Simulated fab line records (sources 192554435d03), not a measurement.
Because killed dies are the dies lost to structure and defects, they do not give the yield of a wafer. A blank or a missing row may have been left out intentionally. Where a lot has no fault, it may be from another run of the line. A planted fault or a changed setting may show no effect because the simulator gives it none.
Split-lot experiment -- flow n5_finfet -- 7 lots, 39 wafers read, on a route of 1938 steps

ABOUT THE SPLIT
At N5_GATE_CUT_ETCH_56 (etches TiN in Cl2/Ar, target depth 21.6 nm), the setting bias_w was moved away from the recipe's 60 W on 15 of the 39 wafers read, by -9.5% to +15.8%. For the rest of the wafers, this setting stayed at what the recipe calls for.

Reading taken at the split's own step.

THE READING
etch.depth_nm (the simulator's own value, which no gauge read), in nm, at N5_GATE_CUT_ETCH_56 (etches TiN in Cl2/Ar, target depth 21.6 nm). There is no usual value for it anywhere in the file. Here, 24 wafers ran the recipe; their average is 21.17 nm with a standard deviation of 0.41 nm.

wafer,"tool, chamber at the split","bias_w as run, W",against the recipe,"etch.depth_nm, nm",against lot-mates on the recipe
L079.1,"rie_metal-01, 1",60,recipe,21.39,-
L079.2,"rie_metal-01, 0",60,recipe,21.55,-
L079.3,"rie_metal-01, 0",60,recipe,21.48,-
L079.4,"rie_metal-01, 1",60,recipe,21.42,-
L079.5,"rie_metal-01, 0",60,recipe,21.53,-
L079.6,"rie_metal-01, 1",60,recipe,21.45,-
L086.1,"rie_metal-03, 1",55.54,-7.4%,19.96,-0.58
L086.2,"rie_metal-03, 0",60,recipe,20.55,-
L086.3,"rie_metal-03, 0",60,recipe,20.49,-
L086.4,"rie_metal-03, 1",55.54,-7.4%,20.04,-0.50
L086.5,"rie_metal-03, 0",60,recipe,20.57,-
L086.6,"rie_metal-03, 1",55.54,-7.4%,19.91,-0.63
L089.1,"rie_metal-03, 0",60,recipe,20.66,-
L089.2,"rie_metal-03, 1",60,recipe,20.72,-
L089.3,"rie_metal-03, 0",60,recipe,20.73,-
L089.4,"rie_metal-03, 1",54.27,-9.5%,19.85,-0.85
L089.5,"rie_metal-03, 1",54.27,-9.5%,19.92,-0.78
L089.6,"rie_metal-03, 0",54.27,-9.5%,20.15,-0.55
L090.1,"rie_metal-03, 1",60,recipe,20.73,-
L090.2,"rie_metal-03, 0",60,recipe,20.99,-
L090.3,"rie_metal-03, 0",66.63,+11.0%,21.7,+0.81
L090.4,"rie_metal-03, 1",66.63,+11.0%,21.49,+0.60
L090.5,"rie_metal-03, 0",60,recipe,20.94,-
L090.6,"rie_metal-03, 1",66.63,+11.0%,21.67,+0.78
L093.1,"rie_metal-01, 1",60,recipe,21.85,-
L093.2,"rie_metal-01, 0",60,recipe,21.6,-
L093.3,"rie_metal-01, 1",66.83,+11.4%,22.58,+0.91
L093.4,"rie_metal-01, 0",60,recipe,21.55,-
L093.5,"rie_metal-01, 0",66.83,+11.4%,22.54,+0.87
L093.6,"rie_metal-01, 1",66.83,+11.4%,22.81,+1.14
L092.1,"rie_metal-01, 0",60,recipe,21.54,-
L092.2,"rie_metal-01, 1",60,recipe,21.63,-
L092.3,"rie_metal-01, 1",69.49,+15.8%,22.8,+1.30
L092.4,"rie_metal-01, 0",60,recipe,21.34,-
L092.5,"rie_metal-01, 0",69.49,+15.8%,22.83,+1.33
L092.6,"rie_metal-01, 1",69.49,+15.8%,22.81,+1.31
L097.1,"rie_metal-03, 1",60,recipe,20.85,-
L097.2,"rie_metal-03, 0",60,recipe,21.29,-
L097.3,"rie_metal-03, 0",60,recipe,21.21,-

FIT RESULTS
A straight line over all 39 wafers: etch.depth_nm changes by +0.108 nm for each +1% of bias_w; r = +0.88; the points scatter about the line by 0.41 nm.
The same after taking each lot's own level away (the mean of its wafers on the recipe; 39 wafers): +0.0787 nm for each +1%; r = +0.98; scatter 0.11 nm.
The reading moves by 1.2 nm for the largest change in bias_w, on that fit.
The span of the lots' own levels, 20.537 to 21.667 nm, comes to 2.8 times the standard deviation stated above.
Thus the slope moves with the lot-to-lot level: the two fits are different.
Check: +1.24 nm against its lot-mates is what the line predicts for one of the wafers moved furthest among these (+15.8%) when that wafer is left out of the fit. Against them it came out at +1.3 nm.

THESE WAFERS: OTHER SPLITS
Note: prior to the reading, these wafers also went through further splits. Each is held against what the fit with the lots' levels taken away leaves over:
other split on the same wafers,wafers away from the commonest value,r with etch.depth_nm (lot level and that fit taken away)
N5_DUMMY_GATE_EXPOSE_12 dose_mj,12,+0.22
N5_HKMG_FIN_CVD_62 temp_c,18,-0.18
N5_HKMG_FIN_EXPOSE_09 dose_mj,9,-0.10

THE FILE'S OWN FIT
etch.depth_nm changes by +0.0789 nm for each +1% of bias_w, r = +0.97.
